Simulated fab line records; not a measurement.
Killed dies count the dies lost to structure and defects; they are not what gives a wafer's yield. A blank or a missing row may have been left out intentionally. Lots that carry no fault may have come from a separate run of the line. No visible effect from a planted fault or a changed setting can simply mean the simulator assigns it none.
fab line records ; flow n5-finfet
[record] lots = 11; wafers = 29; last-day = 19
route steps=1938 shown BEOL_M1@833 BEOL_M2@841 BEOL_M4@1111 PASSIVATION@1936
lots that met no fault: from a run of the same line without faults
start-h: hours from the record's opening day to when the first of the lot's shown wafers began ; wait-h: time in hours since the lot's previous step ; " the same as in the row above ; L1.1+2: one row covering several wafers at once ; - no value present, or no start provided ; * or withheld: withheld ; < > ~ a bound
route shown NAME@n: a module of which the file shows steps, and the number in the route of the first ; usual: mean/standard deviation taken from wafers without a fault ; same: alike in all rows ; chamber/n: place in a boat ; sites: each site's reading ; _std_site: their standard deviation ; _edge_site: outer sites' mean less inner sites' ; radius-mm: for every site, how far away it sits from the centre of the wafer ; mask NAME#n: copy n ; behind: the tool/chamber that last shaped the wafer ; hold: the reason the lot was held/the length of the hold in hours/how it ended ; device: whichever transistor did not switch (one of n, p or np) ; end of line: the tests these same wafers got at the end of their route ; a step with no rows: only its recipe ; killed: at the first sort, the dies lost to defects and structure; wafer yield is something else ; map: a wafer's dies, marking killed ones x, the rest . and places with no die _
set.NAME: the setting the step ran with; set.NAME@STEP: the setting that earlier step ran with ; model.NAME: the simulator's own value behind a step, which no gauge read
a sample of lots followed through the steps of the route, with each step as a table and each wafer as a row
services: from which hour (start-h, from the record's first day; less than 0 if before it) a tool's chamber was out of use, for how many hours, and why
[[steps]]
[step N5_BEOL_M1_CMP_52]
[recipe] stop-on = SiOC; t-overpolish-s = 6.8; down-force-psi = 1; platen-rpm = 50; clearing-platen-down-force-psi = 1.5; clearing-platen-rpm = 50; post-cmp-clean = cu-alkaline; target-thk-nm = 40; clearing-platen-pad-velocity-m-s = 0.99484; pad-velocity-m-s = 0.99484
[usual] barrier-field-endpoint-s = 24.7/0.81; clearing-platen-down-force-psi = 1.4997/0.0028; edge-zone-pressure-frac = 1.001/0.0052; motor-current-A = 6.3/0.77; overpolish-run-s = 6.800/0.01; slurry-filter-dp-kPa = 13.50/0.12; time-to-endpoint-s = 62/4.7
lot.wafer;tool;chamber;start-h;wait-h;barrier-field-endpoint-s;clearing-platen-down-force-psi;edge-zone-pressure-frac;motor-current-A;overpolish-run-s;slurry-filter-dp-kPa;time-to-endpoint-s
L411.2;cmp-03;1;133.19;0.2;23.3;1.4903;0.995;5.5;6.796;13.35;51
L411.3;cmp-03;0;133.19;0.2;25.3;1.5019;1.001;5.3;6.809;13.45;61
L411.5;cmp-03;1;133.19;0.2;23.2;1.4958;0.998;5.5;6.806;13.57;51
L413.1;cmp-03;0;141.03;0.3;25.3;1.5039;1.003;5.3;6.807;13.34;66
L413.2;cmp-03;1;141.03;0.3;23.4;1.5001;0.995;5.5;6.809;13.56;55
L413.6;cmp-03;1;141.03;0.3;24.1;1.4998;1.001;5.4;6.804;13.41;58
L415.4;cmp-03;0;159.17;0.2;26.1;1.5059;1.001;5.3;6.811;13.43;67
L415.1;cmp-03;2;159.17;0.2;27.0;1.4968;0.996;5.9;6.796;13.46;68
L417.1;cmp-04;1;166.23;0.3;24.6;1.5013;0.998;7.3;6.804;13.50;58
L417.6;cmp-04;0;166.23;0.3;25.2;1.4990;1.006;7.2;6.798;13.63;64
L418.4;cmp-03;2;169.08;0.4;26.3;1.5032;1.004;5.8;6.807;13.37;68
L418.6;cmp-03;1;169.08;0.4;23.8;1.5013;1.008;5.5;6.791;13.61;59
L420.2;cmp-03;1;184.58;0.2;23.4;1.4993;0.998;5.2;6.797;13.56;53
L420.3;cmp-03;2;184.58;0.2;24.7;1.4964;1.002;5.8;6.803;13.52;62
L420.4;cmp-03;0;184.58;0.2;24.7;1.4950;1.004;5.5;6.813;13.26;61
L419.4;cmp-04;3;193.46;0.2;24.6;1.5006;1.005;6.0;6.788;13.67;60
L419.2;cmp-04;0;193.46;0.2;25.0;1.4995;1.006;7.1;6.810;13.45;57
L419.5;cmp-04;2;193.46;0.2;24.6;1.4985;0.999;6.8;6.812;13.59;56
L423.1;cmp-01;0;211.57;0.5;25.4;1.4990;1.000;6.9;6.785;13.42;65
L423.6;cmp-01;0;211.57;0.5;25.9;1.5023;0.991;6.8;6.798;13.42;65
L429.3;cmp-04;0;250.36;0.2;25.2;1.4954;0.999;7.3;6.805;13.57;65
L429.4;cmp-04;1;250.36;0.2;24.0;1.5009;0.999;7.3;6.797;13.47;58
L429.1;cmp-04;2;250.36;0.2;24.6;1.4974;0.998;6.9;6.811;13.59;64
L431.3;cmp-01;0;268.44;0.2;25.3;1.4964;0.996;6.8;6.804;13.53;67
L431.1;cmp-01;2;268.44;0.2;24.6;1.5009;0.993;7.2;6.811;13.40;64
L431.5;cmp-01;0;268.44;0.2;24.7;1.4924;0.994;6.8;6.793;13.70;66
L432.4;cmp-03;0;268.87;0.3;25.1;1.5004;0.993;5.6;6.793;13.56;68
L432.5;cmp-03;1;268.87;0.3;23.6;1.4970;0.993;5.5;6.816;13.37;56
L432.6;cmp-03;2;268.87;0.3;25.4;1.5019;0.998;5.8;6.805;13.43;68
[step N5_BEOL_M1_CO_CAP_55]
[recipe] material = Co; target-thk-a = 20; temp-c = 200; precursor = CCTBA/H2; pressure-torr = 30; time-s = 102.1
[usual] heater-power-w = 240/9.9
lot.wafer;tool;chamber;start-h;wait-h;heater-power-w
L411.2;cvd-co-01;2;133.56;0.0;226
L411.3;cvd-co-01;0;133.56;0.0;247
L411.5;cvd-co-01;2;133.56;0.0;225
L413.1;cvd-co-02;0;141.40;0.0;232
L413.2;cvd-co-02;1;141.40;0.0;233
L413.6;cvd-co-02;1;141.40;0.0;234
L415.1;cvd-co-02;0;159.50;0.0;234
L415.4;cvd-co-02;1;159.50;0.0;242
L417.1;cvd-co-01;1;166.64;0.0;237
L417.6;cvd-co-01;2;166.64;0.0;233
L418.4;cvd-co-01;2;169.41;0.0;228
L418.6;cvd-co-01;0;169.41;0.0;240
L420.2;cvd-co-02;2;184.95;0.0;253
L420.3;cvd-co-02;1;184.95;0.0;238
L420.4;cvd-co-02;0;184.95;0.0;232
L419.2;cvd-co-02;1;193.79;0.0;243
L419.4;cvd-co-02;2;193.79;0.0;256
L419.5;cvd-co-02;1;193.79;0.0;233
L423.1;cvd-co-02;0;211.96;0.0;233
L423.6;cvd-co-02;0;211.96;0.0;236
L429.1;cvd-co-01;2;250.70;0.0;230
L429.3;cvd-co-01;1;250.70;0.0;240
L429.4;cvd-co-01;2;250.70;0.0;227
L431.1;cvd-co-01;1;268.83;0.0;228
L431.3;cvd-co-01;1;268.83;0.0;233
L431.5;cvd-co-01;1;268.83;0.0;231
L432.4;cvd-co-02;0;269.17;0.0;235
L432.5;cvd-co-02;2;269.17;0.0;259
L432.6;cvd-co-02;1;269.17;0.0;240
[step N5_BEOL_M2_ILD_DEP_00]
[recipe] material = SiOC; target-thk-a = 790; temp-c = 350; precursor = DEMS/O2; pressure-torr = 5; rf-w = 500; time-s = 15.3
[usual] heater-power-w = 434/55; showerhead-plenum-p-Torr = 5.689/0.014; throttle-valve-pct = 12.2/0.74
lot.wafer;tool;chamber;start-h;wait-h;heater-power-w;showerhead-plenum-p-Torr;throttle-valve-pct
L411.2;pecvd-04;0;133.80;0.0;396;5.661;12.0
L411.3;pecvd-04;1;133.80;0.0;391;5.696;12.6
L411.5;pecvd-04;0;133.80;0.0;410;5.661;12.1
L413.1;pecvd-04;1;141.65;0.0;446;5.693;12.5
L413.2;pecvd-04;2;141.65;0.0;479;5.672;11.8
L413.6;pecvd-04;0;141.65;0.0;414;5.663;12.3
L415.1;pecvd-03;2;159.75;0.0;416;5.703;10.7
L415.4;pecvd-03;0;159.75;0.0;500;5.701;12.4
L417.1;pecvd-03;1;166.88;0.0;432;5.688;12.3
L417.6;pecvd-03;2;166.88;0.0;418;5.692;10.6
L418.4;pecvd-03;0;169.63;0.1;531;5.703;12.7
L418.6;pecvd-03;1;169.63;0.1;361;5.693;12.4
L420.2;pecvd-04;2;185.23;0.0;450;5.673;11.8
L420.3;pecvd-04;2;185.23;0.0;452;5.668;11.8
L420.4;pecvd-04;0;185.23;0.0;454;5.665;12.2
L420.2;pecvd-04;2;185.60;0.4;447;5.676;11.9
L420.3;pecvd-04;2;185.60;0.4;449;5.673;12.0
L420.4;pecvd-04;0;185.60;0.4;438;5.654;12.2
L419.2;pecvd-04;0;194.04;0.0;472;5.687;12.2
L419.4;pecvd-04;1;194.04;0.0;474;5.687;12.8
L419.5;pecvd-04;2;194.04;0.0;398;5.664;11.6
L423.1;pecvd-04;0;212.20;0.0;463;5.660;12.1
L423.6;pecvd-04;1;212.20;0.0;457;5.683;12.5
L429.1;pecvd-03;2;250.94;0.0;343;5.688;10.9
L429.3;pecvd-03;0;250.94;0.0;474;5.700;13.0
L429.4;pecvd-03;0;250.94;0.0;467;5.706;12.5
L429.1;pecvd-03;2;251.18;0.2;345;5.710;10.7
L429.3;pecvd-03;0;251.18;0.2;473;5.710;12.7
L429.4;pecvd-03;0;251.18;0.2;477;5.696;12.6
L431.1;pecvd-03;0;269.11;0.0;503;5.702;12.8
L431.3;pecvd-03;1;269.11;0.0;376;5.697;12.7
L431.5;pecvd-03;1;269.11;0.0;369;5.676;12.7
L432.4;pecvd-03;1;269.40;0.1;386;5.687;12.7
L432.5;pecvd-03;2;269.40;0.1;363;5.692;11.1
L432.6;pecvd-03;0;269.40;0.1;526;5.705;12.6
[step N5_BEOL_M2_THK_MEAS_01]
[recipe] reads = SiOC_of_BEOL_M2_ILD_DEP_00
[usual] M2_ILD_THK = 78.6/1
lot.wafer;tool;chamber;start-h;wait-h;M2_ILD_THK[nm]
L411.2;film-metro-01;-;133.87;0.1;77.9
L411.3;film-metro-01;-;133.87;0.1;78.0
L411.5;film-metro-01;-;133.87;0.1;78.7
L413.1;film-metro-01;-;141.71;0.0;78.4
L413.2;film-metro-01;-;141.71;0.0;79.7
L413.6;film-metro-01;-;141.71;0.0;78.8
L415.1;film-metro-01;-;159.81;0.0;77.1
L415.4;film-metro-01;-;159.81;0.0;79.1
L417.1;film-metro-01;-;166.95;0.0;78.8
L417.6;film-metro-01;-;166.95;0.0;80.1
L418.4;film-metro-01;-;169.69;0.0;79.4
L418.6;film-metro-01;-;169.69;0.0;79.3
L420.2;film-metro-02;-;185.69;0.1;158.8
L420.3;film-metro-02;-;185.69;0.1;162.0
L420.4;film-metro-02;-;185.69;0.1;158.9
L419.2;film-metro-02;-;194.11;0.1;78.6
L419.4;film-metro-02;-;194.11;0.1;78.9
L419.5;film-metro-02;-;194.11;0.1;80.4
L423.1;film-metro-02;-;212.29;0.1;79.1
L423.6;film-metro-02;-;212.29;0.1;81.0
L429.1;film-metro-02;-;251.25;0.1;158.0
L429.3;film-metro-02;-;251.25;0.1;156.3
L429.4;film-metro-02;-;251.25;0.1;159.3
L431.1;film-metro-02;-;269.18;0.0;77.8
L431.3;film-metro-02;-;269.18;0.0;77.2
L431.5;film-metro-02;-;269.18;0.0;79.2
L432.4;film-metro-01;-;269.45;0.0;79.3
L432.5;film-metro-01;-;269.45;0.0;81.3
L432.6;film-metro-01;-;269.45;0.0;80.4
[step N5_BEOL_M4_RC_MEAS_101]
[usual] DIBL_N = 35.8/2.2; DIBL_P = 35.3/2.7; IOFF_N = 0.16/0.043; IOFF_P = 0.21/0.043; ION_N = 676/15; ION_P = 463/9.1; SS_N = 71.4/0.77; SS_P = 73.0/0.79; VT_N = 250/4; VT_P = -249.8/2.8
lot.wafer;tool;chamber;start-h;wait-h;DIBL_N[mV/V];DIBL_P[mV/V];IOFF_N[nA/um];IOFF_P[nA/um];ION_N[uA/um];ION_P[uA/um];SS_N[mV/dec];SS_P[mV/dec];VT_N[mV];VT_P[mV]
L411.2;prober-02;0;176.18;0.2;37.7;39.0;0.19;0.24;689;474;70.9;72.4;242;-246.0
L411.3;prober-02;0;176.18;0.2;40.3;41.7;0.25;0.30;708;481;71.5;73.9;240;-244.5
L411.5;prober-02;0;176.18;0.2;35.7;37.3;0.17;0.22;694;478;70.7;72.3;244;-247.6
L413.1;prober-02;0;193.49;0.0;29.6;29.3;0.08;0.13;641;453;70.4;72.0;259;-254.3
L413.2;prober-02;0;193.49;0.0;38.5;39.2;0.23;0.27;693;474;71.8;74.0;244;-245.1
L413.6;prober-02;0;193.49;0.0;38.8;39.7;0.24;0.27;691;465;72.6;74.1;245;-245.0
L415.1;prober-02;0;197.47;0.0;35.9;35.7;0.13;0.19;645;447;71.4;73.9;255;-252.4
L415.4;prober-02;0;197.47;0.0;38.0;37.9;0.19;0.22;697;470;71.5;74.1;246;-249.1
L417.1;prober-01;0;212.31;0.0;35.9;37.5;0.16;0.20;672;460;71.6;73.0;249;-250.0
L417.6;prober-01;0;212.31;0.0;36.5;38.6;0.16;0.23;661;454;71.9;73.5;250;-248.3
L418.4;prober-02;0;213.85;0.5;32.4;32.2;0.11;0.17;673;463;70.6;72.5;253;-250.5
L418.6;prober-02;0;213.85;0.5;36.9;36.6;0.18;0.23;680;460;72.2;73.7;248;-249.3
L419.2;prober-02;0;231.90;0.2;37.2;35.2;0.17;0.20;675;458;71.4;72.9;249;-251.0
L419.4;prober-02;0;231.90;0.2;38.9;36.9;0.19;0.22;687;469;71.9;73.0;250;-249.8
L419.5;prober-02;0;231.90;0.2;35.4;33.4;0.13;0.17;670;463;71.0;72.4;255;-253.7
L423.1;prober-01;0;247.59;0.0;36.4;36.0;0.16;0.19;690;464;70.8;73.7;249;-250.6
L423.6;prober-01;0;247.59;0.0;38.4;38.3;0.21;0.23;670;450;72.7;73.3;245;-248.7
L431.1;prober-01;0;309.86;0.0;34.8;32.2;0.11;0.18;671;458;71.5;72.6;254;-251.6
L431.3;prober-01;0;309.86;0.0;34.6;30.8;0.10;0.16;649;457;71.3;72.3;258;-251.8
L431.5;prober-01;0;309.86;0.0;37.2;34.4;0.14;0.21;669;468;71.7;73.1;252;-248.4
L432.4;prober-02;0;310.06;0.5;33.6;33.1;0.12;0.17;673;463;70.5;72.1;251;-255.0
L432.5;prober-02;0;310.06;0.5;34.4;32.8;0.14;0.16;679;453;71.0;72.0;252;-253.8
L432.6;prober-02;0;310.06;0.5;37.1;36.3;0.17;0.21;673;449;72.3;73.5;250;-249.5
[step N5_PASSIVATION_PROBE_49]
[usual] defect-limited-yield = 91.1/1.4; killed_at_M0_to_M3 = 34/11; killed_at_M4_up = 14/5.6; killed-at-contacts = 13/5.9; killed-at-front-end = 40/11; killed-at-other = 4/3.1; killed-dies = 105/16; killed-on-rim = 14/4.2; killed-open = 68/11; killed-short = 34/8.4; sort_bin_5_function = 5.2/0.86; sort_bin_6_memory = 3.2/0.7; sort_bin_8_speed = 0.1/1.1; sort-n-pass = 1074/21; sort-yield-pct = 91.0/1.8
[same] gross-dies = 1180; killed-at-back-side = 0; sort_bin_4_leakage[%] = 0
lot.wafer;tool;chamber;start-h;wait-h;defect-limited-yield[%];killed_at_M0_to_M3;killed_at_M4_up;killed-at-contacts;killed-at-front-end;killed-at-other;killed-dies;killed-on-rim;killed-open;killed-short;sort_bin_5_function[%];sort_bin_6_memory[%];sort_bin_8_speed[%];sort-n-pass;sort-yield-pct[%]
L420.2;prober-01;-;346.05;0.1;0;1116;9;13;25;17;1180;152;59;36;96.5;3.3;0;0;0
L420.3;prober-01;-;346.10;0.1;0;1087;22;14;51;6;1180;152;81;39;95.5;3.9;0;0;0
L420.4;prober-01;-;346.15;0.2;0;1109;15;20;30;6;1180;152;71;39;96.4;3.2;0;0;0
L423.1;prober-01;-;347.38;0.0;92.4;21;15;7;36;11;90;12;60;29;4.7;2.7;0;1090;92.4
L429.1;prober-02;-;464.38;0.0;0;1112;16;13;31;8;1180;152;77;34;96.3;3.6;0;0;0
L429.3;prober-02;-;464.48;0.1;0;1099;17;13;46;5;1180;152;72;31;96.9;2.8;0;0;0
L429.4;prober-02;-;464.53;0.2;0;1118;17;3;38;4;1180;152;69;34;96.3;3.6;0;0;0
// killed by level:class
L420.2 BEOL_M2:area-dep=1085 MOL_CONTACT_COAG:geometric-particle:open=11 BEOL_M0_SAQP:geometric-particle:short=11 BEOL_M2:geometric-particle:open=8 BEOL_M0_SAQP:geometric-particle:open=7 MIM_TOP:geometric-particle:open=7 MIM_TOP:geometric-particle:short=7 STI_FIN_REVEAL:geometric-particle:open=4
L420.3 BEOL_M2:area-dep=1060 MOL_CONTACT_COAG:geometric-particle:open=14 FIN_SAQP:geometric-particle:open=12 FIN_SAQP:geometric-particle:short=11 BEOL_M4:geometric-particle:open=10 STI_FIN_REVEAL:geometric-particle:open=9 BEOL_M0_SAQP:geometric-particle:short=8 BEOL_M0_SAQP:geometric-particle:open=7
L420.4 BEOL_M2:area-dep=1069 BEOL_M0_SAQP:geometric-particle:short=16 MOL_CONTACT_COAG:geometric-particle:open=15 BEOL_M0_SAQP:geometric-particle:open=13 FIN_SAQP:geometric-particle:open=7 FIN_SAQP:geometric-particle:short=5 BEOL_M4:geometric-particle:open=5 GATE_CUT:geometric-particle:open=4
L423.1 STI_FIN_REVEAL:geometric-particle:open=9 MOL_CONTACT_COAG:geometric-particle:open=7 BEOL_M0_SAQP:geometric-particle:short=6 BEOL_M5:geometric-particle:open=6 BEOL_M2:geometric-particle:open=6 GATE_CUT:geometric-particle:open=5 BEOL_M0_SAQP:geometric-particle:open=5 PAD_METAL:geometric-particle:open=5
L429.1 BEOL_M2:area-dep=1069 BEOL_M2:geometric-particle:open=19 GATE_CUT:geometric-particle:short=9 MOL_CONTACT_COAG:geometric-particle:open=9 BEOL_M2:geometric-particle:short=8 BEOL_M1:geometric-particle:open=7 STI_FIN_REVEAL:geometric-particle:open=5 BEOL_M4:geometric-particle:open=5
L429.3 BEOL_M2:area-dep=1077 MOL_CONTACT_COAG:geometric-particle:open=12 BEOL_M4:geometric-particle:open=12 STI_FIN_REVEAL:geometric-particle:open=10 FIN_SAQP:geometric-particle:open=8 BEOL_M3:geometric-particle:open=8 FIN_SAQP:geometric-particle:short=7 BEOL_M0_SAQP:geometric-particle:open=5
L429.4 BEOL_M2:area-dep=1077 BEOL_M2:geometric-particle:open=12 BEOL_M0_SAQP:geometric-particle:open=8 STI_FIN_REVEAL:geometric-particle:open=7 BEOL_M0_SAQP:geometric-particle:short=7 FIN_SAQP:geometric-particle:open=6 DUMMY_GATE:geometric-particle:open=6 BEOL_M5:geometric-particle:open=6
[[services]]
tool;chamber;start-h;hours;kind
cmp-04;-;111.36;10.1;pm
cmp-03;-;117.20;3.2;pm
cmp-04;-;123.00;0.7;repair
cmp-04;-;142.43;4.0;pm
cmp-01;-;144.06;8.7;pm
cmp-01;-;158.35;4.3;pm
cmp-01;-;166.41;7.5;pm
pecvd-04;1;171.87;21.9;repair
cvd-co-02;-;173.05;4.3;pm
cmp-04;-;173.15;2.0;repair
cmp-04;-;176.37;6.5;pm
cmp-04;-;183.67;2.0;repair
cmp-01;-;196.79;4.5;repair
cmp-03;-;209.31;0.3;repair
cmp-01;-;218.68;1.2;repair
cmp-01;-;227.42;4.0;pm
cmp-04;-;230.79;1.2;repair
cvd-co-02;0;237.44;6.6;repair
cvd-co-01;-;243.87;2.8;pm
cmp-04;-;244.92;0.5;repair
cvd-co-02;-;252.23;6.9;pm
cmp-01;-;262.00;1.7;repair
cvd-co-01;-;263.04;0.3;repair
cvd-co-01;2;267.80;8.3;repair
[[key]]
[first-sign] step = N5_BEOL_M2_ILD_DEP_00; reading = visit; direction = added
[effect] step = N5_BEOL_M2_THK_MEAS_01; reading = M2_ILD_THK; direction = up; sigmas = 77; usual = 78.6; struck = 158.9
[effect] step = N5_PASSIVATION_PROBE_49; reading = sort_bin_5_function; direction = up; sigmas = 99+; usual = 5.2; struck = 96.3
[more-kills-born-at] N5_BEOL_M2_ILD_DEP_00@pecvd-03 = 3224; N5_BEOL_M2_ILD_DEP_00@pecvd-04 = 3214
met-at N5_BEOL_M2_ILD_DEP_00
struck-lots L420,L429
later-rows-left-out L420.2,L420.3,L420.4,L429.1,L429.3,L429.4
not-acting-at N5_BEOL_M1_CMP_52,N5_BEOL_M1_CO_CAP_55
[fault] kind = repeated-step-whole; tool = pecvd-01,pecvd-03,pecvd-04; chamber = -; onset-h = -; steps = N5_BEOL_M2_ILD_DEP_00; times = 1; scope = struck-lots-only
// later-rows-left-out: the simulator's readings of these wafers behind a module that went badly wrong aren't trusted and aren't shown, but for the sort
